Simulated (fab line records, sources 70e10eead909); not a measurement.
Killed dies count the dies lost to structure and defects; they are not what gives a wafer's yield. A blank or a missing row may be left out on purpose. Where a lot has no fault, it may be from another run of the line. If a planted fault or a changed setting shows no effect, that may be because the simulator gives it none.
Code-filled problem report in 8D (eight disciplines) form / flow nand harc / the parts of the form that need people (team, actions taken, sign-off) are left out

1. THE PROBLEM
Mean of heater power total W at NHARC_A_M0_SOFTBAKE_04: 186.08 W across 6 wafers in 2 lots; on wafers with no fault it is 188.44 W (standard deviation 0.13). That is -18 standard deviations from the usual mean.
The step: time 55 s.
Earliest sighting: wafer L494.1 on litho track-06 at day 28 13:00. The record holds 33 wafers of 11 lots with a number at this step. By rule, "out" or "out of limits" means more than 4 standard deviations away from the usual mean. The rest of the wafers with a number are treated as sound.

2. WHAT IT IS; WHAT IT IS NOT
question=which readings at this step | is=heater power total W | is not=-
question=which lots | is=L494, L497 | is not=L483, L484, L485, L489, L492, L496, L499, L501, L504
question=which wafers of those lots | is=all that have a number | is not=-
question=read on which tools | is=litho track-06 | is not=litho track-01, litho track-04
question=when | is=from day 28 13:00 | is not=up to then (18 sound wafers); but 9 sound wafers of L499, L501, L504 came after

3. WHAT RULES OUT EACH SUSPECT
Counting: a tool stays on the suspect list if, at a process step up to the reading, it processed all lots that are out and no sound lot following the first of them.
- litho track-06 at NHARC_A_M0_SOFTBAKE_04 (time 55 s): kept. It processed each lot that is out, first L494 at day 28 13:00, and no sound lot thereafter; up to then, the last sound lot it processed was L496 at day 28 06:00. Its own readings are out on those wafers: heater power total W.
Remaining after the count: litho track-06 at NHARC_A_M0_SOFTBAKE_04.

4. THE CAUSE (what the simulator had put in)
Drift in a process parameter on litho track-06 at NHARC_A_M0_SOFTBAKE_04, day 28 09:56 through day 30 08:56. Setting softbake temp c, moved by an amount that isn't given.
This tool alone remained once counting was done.

5. SEQUENCE OF EFFECTS, ordered by route
Each row: a reading whose mean over the struck wafers that have a number lies more than 3 standard deviations from the usual. Scope: only readings with a usual standard deviation given in the record; hours: median across lots of the time from each lot's start at the first step in this table that gives one to its start at this step; sigmas: change in usual standard deviations.
hours=0; step=NHARC_A_M0_SOFTBAKE_04; reading=heater power total W; usual=188.44 W; on struck wafers=186.08; change=-2.36; sigmas=-18
Here are the process steps it includes:
- NHARC_A_M0_SOFTBAKE_04: time 55 s.
Later measuring or inspecting steps at which every struck wafer that the step has a row for has a number for every such reading, and none has moved that far: NHARC_A_M0_CD_MEAS_16.

6. HOW IT WOULD HAVE BEEN CAUGHT EARLIER
In this record no reading fell out of limits until day 28 13:00, 3 hours after the fault had begun at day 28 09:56.
